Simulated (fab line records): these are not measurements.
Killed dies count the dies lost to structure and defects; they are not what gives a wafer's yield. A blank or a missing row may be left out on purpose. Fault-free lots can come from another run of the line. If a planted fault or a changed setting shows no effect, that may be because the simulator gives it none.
The tool behind it: which one? -- flow nandHarc -- route of 1302 steps, sampled at 1 step: 24 lots, 72 wafers

## WHAT THE GAUGES SHOWED, per wafer
NHARC_A_ONON_D2_THK_MEAS_27: measures by ellipsometry. Usual: thkNm at 1002 nm, with a standard deviation of 8.
lot,measured,on,thkNm (nm),flag
L074,day 12 17:06,filmMetro-01,1002 1002 1001,
L075,day 13 05:14,filmMetro-01,1005 1005 1005,
L076,day 14 02:14,filmMetro-02,992 989 991,
L078,day 14 12:06,filmMetro-02,1011 1011 1010,
L077,day 14 12:07,filmMetro-02,1002 998 999,
L079,day 15 07:07,filmMetro-02,1001 1001 1001,
L080,day 15 11:30,filmMetro-01,985 986 985,
L081,day 15 11:31,filmMetro-01,991 991 992,
L082,day 16 14:04,filmMetro-01,1001 1001 1002,
L083,day 16 14:04,filmMetro-01,999 999 999,
L084,day 17 10:33,filmMetro-01,1006 1003 1003,
L086,day 17 14:16,filmMetro-02,1008 1009 1006,
L085,day 17 14:16,filmMetro-01,1004 1003 1003,
L087,day 18 17:44,filmMetro-01,1018 1018 1019,
L088,day 18 17:44,filmMetro-01,991 993 991,
L089,day 19 09:14,filmMetro-02,1008 1008 1007,
L090,day 19 09:16,filmMetro-01,994 993 993,
L092,day 20 03:57,filmMetro-01,1016 1017 1018,
L091,day 20 03:58,filmMetro-02,1006 1007 1006,
L093,day 20 22:38,filmMetro-01,1001 1000 1002,
L094,day 21 15:59,filmMetro-02,998 997 999,
L095,day 21 21:00,filmMetro-01,1012 1014 1014,
L096,day 21 21:01,filmMetro-01,1001 1002 1001,
L097,day 22 23:55,filmMetro-01,999 999 999,

## EACH LOT AND THE TOOL THAT RAN IT (in order: tool; ch and the chambers of the sampled wafers; start)
Before these readings, the record contains no process step.

## WHAT THE TOOLS THEMSELVES READ (means of the sampled wafers that have a number; where no wafer has one, the mark that the record gives instead)
The record holds no such reading with a usual standard deviation.

## THE ANSWER, worked out from the rows above alone
Rule: lot off if the mean of its wafers having a number is beyond 3 standard deviations from the usual mean. A lot without any number at a reading at which 4 lots or more have one is off too. Where the step has rows for the other lots, those lots are counted as sound. Order of review: gauges by route order, followed by the tools' own readings, for which a lot's mean as printed above is used. The first step at which some lot is off is used, and at that step the reading that is off furthest; a lot without a number counts as furthest.
No lot is off on any of the readings shown, so nothing can be concluded from this.

## WHAT THE SIMULATOR HAD INSERTED
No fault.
